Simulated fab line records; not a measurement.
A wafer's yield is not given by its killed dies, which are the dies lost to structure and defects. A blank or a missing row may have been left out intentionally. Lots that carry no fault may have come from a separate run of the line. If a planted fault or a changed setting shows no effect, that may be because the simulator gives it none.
A single fault, viewed from 3 desks | flow nandHarc | each desk holds nothing but its own numbers, with what lay behind them at the end

TOOL OWNER'S DESK, rieDiel-02
The tool's own readings at NHARC_P_BONDPAD_DESCUM_11 (chemistry O2, time 3 s): means of the sampled wafers that have a number, for each lot that ran on this tool. A lot is out of limits, marked OUT, if its mean lies more than 4 standard deviations from the usual mean; the brackets give that distance.
Columns: A = drypumpMotorCurrentA at NHARC_P_BONDPAD_DESCUM_11, usual 5.6 A; B = oesProductAu at NHARC_P_BONDPAD_DESCUM_11, usual 0.996 a.u.; C = rfVppV at NHARC_P_BONDPAD_DESCUM_11, usual 57.8 V; D = runLengthS at NHARC_P_BONDPAD_DESCUM_11, usual 23.92 s; E = showerheadPlenumPTorr at NHARC_P_BONDPAD_DESCUM_11, usual 1.91 Torr; F = throttleValvePct at NHARC_P_BONDPAD_DESCUM_11, usual 11.312 %
lot  | first seen here | A   | B     | C    | D     | E    | F
L922 | day 7 06:00     | 5.3 | 0.978 | 58.2 | 23.97 | 1.92 | 11.302
L923 | day 7 19:40     | 5.3 | 0.991 | 58.2 | 23.91 | 1.92 | 11.311
L926 | day 8 23:34     | 5.5 | 0.989 | 58.1 | 24.16 | 1.87 | 11.326
L925 | day 9 00:45     | 5.3 | 0.994 | 58.1 | 23.92 | 1.92 | 11.312
L929 | day 10 11:51    | 5.5 | 1.005 | 57.4 | 23.84 | 1.94 | 11.308
L930 | day 10 22:54    | 5.3 | 1.004 | 58.2 | 24.00 | 1.92 | 11.313
L931 | day 11 16:23    | 5.7 | 1.004 | 57.5 | 24.41 | 1.90 | 11.308
This desk's verdict: no lot among the 7 shows anything out of limits.

FROM THE METROLOGY DESK
What the gauges read, lot by lot, whatever tool the lot ran on: means of the sampled wafers that have a number. A lot is out of limits, marked OUT, if its mean lies more than 4 standard deviations from the usual mean; the brackets give that distance.
Columns: A = cdNm at NHARC_P_BONDPAD_CD_MEAS_13, usual 499.6 nm
lot  | first seen here | A
L922 | day 7 06:19     | 500.4
L923 | day 7 19:57     | 501.0
L926 | day 8 23:51     | 497.4
L925 | day 9 01:04     | 500.4
L927 | day 9 11:29     | 496.6
L929 | day 10 12:10    | 501.7
L930 | day 10 23:13    | 497.3
L931 | day 11 16:41    | 497.2
L940 | day 15 02:40    | 503.0
L941 | day 15 03:29    | 499.2
L942 | day 15 17:49    | 500.1
L943 | day 16 01:59    | 500.8
This desk's verdict: no lot among the 12 shows anything out of limits.

THE DEFECT DESK
Lot by lot, what the route's inspections counted, given as the mean of those sampled wafers with a number. A lot is out of limits, marked OUT, if its mean lies more than 4 standard deviations from the usual mean; the brackets give that distance.
Columns: A = rawDefectCount at NHARC_P_M2_INSPECT_27, usual 361
lot  | first seen here | A
L922 | day 7 03:59     | 260
L923 | day 7 17:39     | 357
L926 | day 8 21:34     | 501
L925 | day 8 22:47     | 337
L927 | day 9 09:10     | 416
L929 | day 10 09:49    | 314
L930 | day 10 20:37    | 401
L931 | day 11 14:22    | 393
L940 | day 15 00:02    | 472
L941 | day 15 00:42    | 341
L942 | day 15 15:36    | 252
L943 | day 15 23:34    | 301
This desk's verdict: no lot among the 12 shows anything out of limits.

TAKEN TOGETHER
Nothing out of limits was seen by the tool owner's desk.
Nothing out of limits was seen by the metrology desk.
The defect desk saw nothing out of limits.

WHAT THE SIMULATOR HAD INSERTED
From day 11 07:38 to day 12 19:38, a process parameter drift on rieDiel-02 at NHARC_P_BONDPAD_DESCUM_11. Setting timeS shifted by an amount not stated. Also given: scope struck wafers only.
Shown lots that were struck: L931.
